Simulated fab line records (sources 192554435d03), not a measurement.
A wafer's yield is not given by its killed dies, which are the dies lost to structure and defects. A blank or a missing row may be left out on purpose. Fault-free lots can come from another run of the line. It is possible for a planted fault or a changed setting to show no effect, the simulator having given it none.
Chamber matching ; flow n5Finfet ; aldSin-03 running N5_BEOL_M0_SAQP_ALD_48: 4 sister chambers
The step deposits SiO2, target thk 20 nm, pulse time 1 s, co reactant pulse time 1 s. 16 wafers are shown with their chamber, then 8 later ones without.

WAFERS, EACH WITH ITS CHAMBER
wafer;chamber;heaterPowerW (W);precursorPulseHeightRel
L077.3;1;94;1.004
L077.4;2;79;0.992
L077.6;1;92;0.964
L082.2;2;77;1.006
L082.4;3;74;0.962
L082.6;3;72;0.973
L083.1;1;89;0.995
L083.2;3;72;0.982
L083.6;2;77;0.982
L086.2;3;73;0.990
L086.3;0;82;1.023
L086.6;0;84;0.986
L088.1;0;85;0.984
L088.2;3;71;1.045
L088.3;2;77;0.998
L088.4;1;93;0.992

SIGNATURES (means of the wafers above)
reading;chamber 0;chamber 1;chamber 2;chamber 3;scatter within a chamber
heaterPowerW;83.67;92.00;77.50;72.40;1.5
precursorPulseHeightRel;0.99767;0.98875;0.99450;0.99040;0.023
Rule: distance of a wafer from a chamber = root of the sum over the readings of ((wafer's reading minus chamber's mean) / reading's scatter) squared. The wafer belongs to the nearest chamber; if the next one is less than 2 further off, it can't be placed. The scatter: the root of (the sum of the squares of (reading less its chamber's mean) over the shown wafers, divided by (wafers less chambers)).

WAFERS WITH NO CHAMBER GIVEN
wafer;heaterPowerW (W);precursorPulseHeightRel
L088.5;71;1.015
L088.6;81;0.970
L091.1;89;0.980
L091.3;74;0.998
L091.5;94;1.019
L097.3;83;0.984
L097.5;84;0.983
L097.6;77;0.980

WHICH CHAMBER EACH WENT THROUGH
wafer;from the rows above;in truth
L088.5;3;3
L088.6;can't be placed: 0 or 2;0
L091.1;can't be placed: 1 or 0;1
L091.3;can't be placed: 3 or 2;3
L091.5;1;1
L097.3;0;0
L097.5;0;0
L097.6;2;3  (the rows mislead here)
Correctly placed: 4 of 8. Unplaceable from these rows: 3, with the true chamber sitting among the candidates in 3. 1 placed wrongly.
